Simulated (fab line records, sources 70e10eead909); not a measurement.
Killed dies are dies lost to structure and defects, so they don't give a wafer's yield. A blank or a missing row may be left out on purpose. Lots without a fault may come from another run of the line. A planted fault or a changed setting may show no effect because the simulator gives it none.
fab line records | flow nand_harc
record lots=14 wafers=42 last_day=32
route steps=1302 shown A_CHANNEL_FILL_D1@494 A_ONON_D2@545
lots that met no fault: from a run of the same line without faults
start_h: hours from the record's first day to the start of the lot's first wafer shown | wait_h: hours since the lot's step before | " the same as in the row above | L1.1+2: a row that stands for several wafers | - no value, or no start given | * or withheld: withheld | < > ~ a bound
route shown NAME@n: a module of which the file shows steps, and the number in the route of the first | usual: mean/standard deviation of fault-free wafers | same: alike in all rows | chamber/n: place in a boat | sites: the reading at each site | _std_site: their standard deviation | _edge_site: outer sites' mean less inner sites' | radius_mm: how far each site lies from the wafer's centre | mask NAME#n: copy n | behind: the tool/chamber that last shaped the wafer | hold: why the lot was held/for how many hours/how that ended | device: the transistor (n, p or np) that didn't switch | end of line: the same wafers' tests at the end of the route | a step without rows: its recipe alone | killed: dies lost to structure and defects at the first sort, not the wafer's yield | map: a wafer's dies, x killed, . not, _ none there
set.NAME: the setting as run; set.NAME@STEP: as run at that earlier step | model.NAME: the simulator's own value behind a step, which no gauge read
steps of the route over a sample of lots; a table a step, a row a wafer
services: from which hour (start_h, from the record's first day; less than 0 if before it) a tool's chamber was out of use, for how many hours, and why
## steps
# step NHARC_A_CHANNEL_FILL_D1_ALD_14
# recipe target_thk_a=25 pulse_time_s=10 ald_cycles=25 temp_c=300 material=SiO2
# usual heater_power_w=471/38 precursor_pulse_height_rel=1.000/0.019 susceptor_temp_C=300.03/0.19
# columns lot.wafer tool chamber start_h wait_h heater_power_w precursor_pulse_height_rel susceptor_temp_C
L693.2 ald_hk-02 1 217.21 0.1 462 1.001 300.00
L693.1 " 2 " " 428 1.034 300.14
L693.3 " 3 " " 416 1.014 300.35
L695.2 ald_hk-02 1 232.52 0.0 452 1.013 300.26
L695.3 " 2 " " 445 0.994 299.93
L695.5 " 1 " " 448 1.013 300.13
L697.1 ald_hk-02 3 251.39 0.0 420 0.965 300.18
L697.2 " 2 " " 436 1.002 300.14
L697.5 " 3 " " 421 0.991 300.18
L696.2 ald_hk-04 1 251.39 0.0 564 0.993 300.12
L696.3 " 3 " " 477 0.983 299.94
L696.5 " 1 " " 557 0.978 299.95
L698.2 ald_hk-01 1 270.58 0.1 507 0.983 299.74
L698.1 " 3 " " 509 1.013 300.09
L698.5 " 1 " " 523 1.004 299.88
L699.1 ald_hk-04 2 276.03 0.0 473 0.994 300.42
L699.4 " 0 " " 435 1.026 300.05
L699.6 " 3 " " 467 1.042 300.09
L700.2 ald_hk-04 0 284.69 0.0 425 1.022 299.80
L700.3 " 3 " " 457 1.000 299.80
L700.6 " 1 " " 540 0.996 299.66
L701.4 ald_hk-04 3 303.56 2.0 474 1.018 300.13
L701.1 " 1 " " 541 1.035 299.93
L701.5 " 2 " " 465 0.984 300.08
L702.2 ald_hk-04 3 303.74 2.2 465 1.017 299.98
L702.6 " 3 " " 480 0.980 299.77
L702.5 " 0 " " 429 1.010 300.12
L704.3 ald_hk-04 0 317.57 0.0 428 0.988 299.70
L704.2 " 1 " " 547 0.967 299.83
L704.4 " 3 " " 473 0.987 300.39
L708.1 ald_hk-04 3 368.87 0.0 466 1.013 299.78
L708.4 " 1 " " 534 1.028 300.05
L708.3 " 2 " " 471 1.006 300.03
L707.4 ald_hk-01 1 368.94 0.1 505 1.000 299.96
L707.5 " 3 " " 480 1.029 299.97
L707.6 " 0 " " 458 1.007 300.30
L709.2 ald_hk-04 0 381.37 0.0 440 1.000 300.05
L709.4 " 1 " " 526 0.978 299.87
L709.6 " 1 " " 537 1.005 300.13
L713.1 ald_hk-02 2 410.22 0.0 435 1.003 300.27
L713.6 " 2 " " 441 1.017 300.33
L713.5 " 3 " " 477 0.988 300.14
# step NHARC_A_ONON_D2_DEP_00
# recipe target_thk_a=10000 n2_flow_sccm=2750 n2o_flow_sccm=2000 nh3_flow_sccm=500 sih4_flow_sccm=210 temp_c=400
# usual n2o_flow_sccm=2002/6.1 susceptor_temp_C=399.99/0.24
# columns lot.wafer tool chamber start_h wait_h n2o_flow_sccm susceptor_temp_C
L695.2 pecvd_onon-02 0 302.48 0.1 2009 399.82
L695.3 " 0 " " 1999 400.21
L695.5 " 0 " " 2009 399.85
L693.1 pecvd_onon-03 0 307.42 0.1 1996 400.09
L693.2 " 0 " " 1997 400.26
L693.3 " 0 " " 2001 400.30
L697.1 pecvd_onon-02 0 328.69 0.1 1998 399.70
L697.2 " 0 " " 2008 399.48
L697.5 " 0 " " 2009 399.99
L696.2 pecvd_onon-03 0 328.76 0.1 2009 399.57
L696.3 " 0 " " 2004 399.79
L696.5 " 0 " " 2005 399.84
L699.1 pecvd_onon-02 0 353.16 0.1 1996 400.23
L699.4 " 0 " " 1999 400.49
L699.6 " 0 " " 2006 400.46
L698.1 pecvd_onon-04 0 353.17 0.1 1989 399.43
L698.2 " 0 " " 1994 399.71
L698.5 " 0 " " 1995 399.87
L700.2 pecvd_onon-04 0 360.71 0.1 1996 400.18
L700.3 " 0 " " 1992 399.89
L700.6 " 0 " " 2001 400.07
L701.1 pecvd_onon-02 0 381.39 0.1 2000 400.30
L701.4 " 0 " " 1998 400.29
L701.5 " 0 " " 2004 399.89
L702.2 pecvd_onon-03 0 381.62 0.1 1997 399.92
L702.5 " 0 " " 1998 399.48
L702.6 " 0 " " 2003 399.83
L704.2 pecvd_onon-02 0 407.74 0.1 2004 400.29
L704.3 " 0 " " 2006 399.79
L704.4 " 0 " " 2004 400.23
L708.1 pecvd_onon-04 0 447.93 0.1 2002 400.13
L708.3 " 0 " " 2019 400.23
L708.4 " 0 " " 2004 399.80
L707.4 pecvd_onon-02 0 448.09 0.2 1996 400.08
L707.5 " 0 " " 1996 399.85
L707.6 " 0 " " 1998 399.70
L709.2 pecvd_onon-02 0 459.15 0.2 1998 400.21
L709.4 " 0 " " 2003 400.01
L709.6 " 0 " " 1996 399.59
L713.1 pecvd_onon-04 0 490.53 0.1 2008 400.02
L713.5 " 0 " " 2000 400.27
L713.6 " 0 " " 2005 399.76
# step NHARC_A_ONON_D2_THK_MEAS_02
# recipe thk_meas_gauge=ellipsometry
# usual thk_nm=1003/10
# columns lot.wafer tool chamber start_h wait_h hold thk_nm
L695.2 film_metro-01 - 302.94 - - 982
L695.3 " - " " - 983
L695.5 " - " " - 981
L693.1 film_metro-01 - 307.93 - - 1004
L693.2 " - " " - 1002
L693.3 " - " " - 1004
L697.1 film_metro-01 - 329.21 - - 1019
L697.2 " - " " - 1021
L697.5 " - " " - 1019
L696.2 film_metro-02 - 329.21 - - 1005
L696.3 " - " " - 1003
L696.5 " - " " - 1004
L699.1 film_metro-01 - 353.70 - - 997
L699.4 " - " " - 997
L699.6 " - " " - 996
L698.1 film_metro-01 - 353.70 - - 1001
L698.2 " - " " - 1001
L698.5 " - " " - 1000
L700.2 film_metro-02 - 361.16 - - 990
L700.3 " - " " - 991
L700.6 " - " " - 991
L701.1 film_metro-01 - 381.90 - - 1014
L701.4 " - " " - 1016
L701.5 " - " " - 1016
L702.2 film_metro-01 - 382.07 - - 1005
L702.5 " - " " - 1007
L702.6 " - " " - 1004
L704.2 film_metro-01 - 408.19 - - 1025
L704.3 " - " " - 1025
L704.4 " - " " - 1026
L707.4 film_metro-01 - 448.43 - await_dispo/0.2h/release 995
L707.5 " - " " await_dispo/0.2h/release 1060
L707.6 " - " " await_dispo/0.2h/release 1062
L707.4 film_metro-01 - 448.60 0.2 - 994
L707.5 " - " " - 1060
L707.6 " - " " - 1061
L708.1 film_metro-02 - 448.44 - - 1006
L708.3 " - " " - 1004
L708.4 " - " " - 1006
L709.2 film_metro-02 - 459.61 - await_dispo/0.2h/release 1009
L709.4 " - " " await_dispo/0.2h/release 1009
L709.6 " - " " await_dispo/0.2h/release 1077
L709.2 film_metro-02 - 459.78 0.2 - 1009
L709.4 " - " " - 1009
L709.6 " - " " - 1076
L713.1 film_metro-01 - 491.04 - - 1000
L713.5 " - " " - 1001
L713.6 " - " " - 1001
# step NHARC_A_ONON_D2_DEP_33
# recipe target_thk_a=2000 temp_c=400 pressure_torr=6.5 rf_w=900 teos_flow_sccm=161.4 flow_sccm=2650 target_thk_nm=200 gas=O2 material=SiO2
# usual heater_power_w=542/120 susceptor_temp_C=400.01/0.22 throttle_valve_pct=16.1/0.52
# columns lot.wafer tool chamber start_h wait_h heater_power_w susceptor_temp_C throttle_valve_pct
L695.2 pecvd-02 0 314.91 0.1 774 400.16 16.4
L695.3 " 2 " " 507 399.65 16.1
L695.5 " 1 " " 429 400.03 17.1
L693.2 pecvd-02 0 320.27 0.1 794 399.80 16.4
L693.3 " 1 " " 351 399.83 16.9
L693.1 " 2 " " 607 400.02 16.4
L696.3 pecvd-04 1 341.22 0.1 454 399.96 16.0
L696.2 " 0 " " 552 400.27 16.0
L696.5 " 2 " " 511 399.98 15.6
L697.1 pecvd-02 0 341.26 0.1 657 399.61 16.5
L697.2 " 1 " " 422 399.70 17.5
L697.5 " 2 " " 631 399.91 16.5
L699.1 pecvd-04 1 365.73 0.1 487 399.98 15.8
L699.4 " 2 " " 446 399.83 16.0
L699.6 " 1 " " 502 399.75 16.0
L698.2 pecvd-03 2 365.78 0.1 538 399.91 16.5
L698.1 " 0 " " 360 399.61 16.1
L698.5 " 0 " " 383 399.76 16.1
L700.2 pecvd-03 2 380.75 0.1 419 399.93 16.1
L700.3 " 0 " " 413 399.95 15.3
L700.6 " 1 " " 657 400.00 15.1
L702.2 pecvd-04 2 394.95 0.1 567 400.25 15.5
L702.6 " 0 " " 681 400.12 16.1
L702.5 " 2 " " 577 400.05 15.5
L701.1 pecvd-02 1 394.98 0.1 349 399.98 17.4
L701.4 " 0 " " 700 400.32 16.8
L701.5 " 1 " " 360 400.20 17.3
L704.3 pecvd-02 2 423.36 0.1 703 400.01 15.4
L704.2 " 0 " " 724 400.14 16.7
L704.4 " 1 " " 415 400.23 16.7
L708.3 pecvd-03 2 460.51 0.1 542 400.08 16.4
L708.1 " 0 " " 374 399.90 15.4
L708.4 " 0 " " 378 399.85 15.7
L707.5 pecvd-02 2 460.84 0.2 662 400.12 15.7
L707.4 " 0 " " 759 400.22 16.7
L707.6 " 1 " " 330 399.70 16.7
L709.2 pecvd-03 0 473.09 0.1 462 400.61 15.7
L709.4 " 1 " " 688 399.99 15.6
L709.6 " 2 " " 543 399.91 16.3
L713.1 pecvd-04 0 503.40 0.1 612 400.21 15.8
L713.6 " 2 " " 484 399.85 15.6
L713.5 " 1 " " 396 399.84 15.6
## services
# columns tool chamber start_h hours kind
pecvd-04 - 197.32 5.5 repair
ald_hk-04 - 202.97 0.3 repair
pecvd-02 - 227.00 13.0 pm
pecvd_onon-03 - 227.00 13.0 pm
pecvd-04 2 239.83 11.2 repair
ald_hk-04 - 254.07 10.0 pm
ald_hk-04 0 254.07 10.0 vent_cycle
ald_hk-04 1 254.07 10.0 vent_cycle
pecvd-04 - 269.18 13.0 pm
ald_hk-01 - 296.46 10.0 pm
ald_hk-02 - 298.42 8.6 repair
pecvd-04 - 303.80 1.0 repair
pecvd-02 0 305.80 3.8 repair
pecvd_onon-04 - 311.54 13.0 pm
ald_hk-02 - 348.35 10.0 pm
pecvd-03 - 366.06 13.0 pm
pecvd_onon-02 - 366.16 13.0 pm
pecvd_onon-03 - 408.00 13.0 pm
pecvd-02 - 408.35 13.0 pm
ald_hk-04 - 432.07 10.0 pm
pecvd-04 - 450.18 13.0 pm
pecvd-03 1 454.60 2.7 repair
ald_hk-01 - 474.46 10.0 pm
pecvd_onon-04 - 492.54 13.0 pm
## key
first_sign step=NHARC_A_ONON_D2_THK_MEAS_02 reading=visit direction=added
effect step=NHARC_A_ONON_D2_THK_MEAS_02 reading=thk_nm direction=up sigmas=6.2 usual=1003 struck=1066
met_at NHARC_A_ONON_D2_DEP_00
struck_lots L707,L709
struck_wafers L707.5,L707.6,L709.6
later_rows_left_out L707.5,L707.6,L709.6
sort_left_out L707.5,L707.6,L709.6
tester_left_out L707,L709
not_acting_at NHARC_A_CHANNEL_FILL_D1_ALD_14,NHARC_A_ONON_D2_DEP_33
onset_between 407.74 448.09
fault kind=process_parameter_drift tool=pecvd_onon-02 chamber=- onset_h=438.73 steps=NHARC_A_ONON_D2_DEP_00 channel=target_thk_a offset=* shape=step end_h=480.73 scope=struck_wafers_only acts_in=* stated=*
# tester_left_out: of these lots the tester's yield and bins aren't shown, on N5 and GAA mostly nor the transistor test; their killed dies are dies lost to structure and defects alone, not to doping, threshold or leakage, so they don't give the yield
# sort_left_out: the simulated sort isn't trusted on such a fault, so these wafers' sort isn't shown, and their yield isn't known
# later_rows_left_out: the simulator's readings of these wafers behind a module that went badly wrong aren't trusted and aren't shown, but for the sort
